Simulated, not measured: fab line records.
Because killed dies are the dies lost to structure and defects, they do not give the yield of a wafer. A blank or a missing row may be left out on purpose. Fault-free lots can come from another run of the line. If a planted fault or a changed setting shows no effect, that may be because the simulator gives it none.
Which tool did it? | flow n5 finfet | route of 1938 steps, sampled at 1 step: 12 lots, 36 wafers

== WHAT THE GAUGES SHOWED, per wafer ==
N5_START_INSPECT_01: inspects for defects (unpatterned scan).
lot  | measured    | on                | raw defect count
L075 | day 1 18:02 | defect inspect-02 | 4 5 6
L077 | day 2 06:02 | defect inspect-01 | 6 9 6
L079 | day 2 18:02 | defect inspect-02 | 13 3 7
L081 | day 3 06:02 | defect inspect-01 | 2 8 9
L083 | day 3 18:02 | defect inspect-01 | 6 4 11
L085 | day 4 06:02 | defect inspect-01 | 6 1 6
L087 | day 4 18:02 | defect inspect-02 | 8 4 5
L089 | day 5 06:02 | defect inspect-01 | 3 8 3
L091 | day 5 18:02 | defect inspect-01 | 8 2 2
L093 | day 6 06:02 | defect inspect-02 | 7 5 4
L095 | day 6 18:02 | defect inspect-01 | 8 6 6
L097 | day 7 06:02 | defect inspect-02 | 6 2 5

== TOOL THAT RAN EACH LOT (tool first, then ch and the chambers of the sampled wafers, then the start) ==
There is no process step in the record ahead of these readings.

== THE ANSWER, worked out from the rows above alone ==
Rule: the usual values come from the lots themselves. The widest of any qualifying gaps counts: lots, ordered by their means at a reading, are off when they make up no more than a third of the lots, leave a main group of 4 or more, and stand apart from it by 3 or more times the standard deviation of that group's means. The tables above print the reading to a certain number of digits; a main group whose means all agree to those digits is not used. A lot without any number at a reading at which 4 lots or more have one is off too. All remaining lots with rows at the step are treated as sound.
Across all readings shown, no lot is off: no conclusion can be drawn from this.

== WHAT HAD BEEN PUT IN BY THE SIMULATOR ==
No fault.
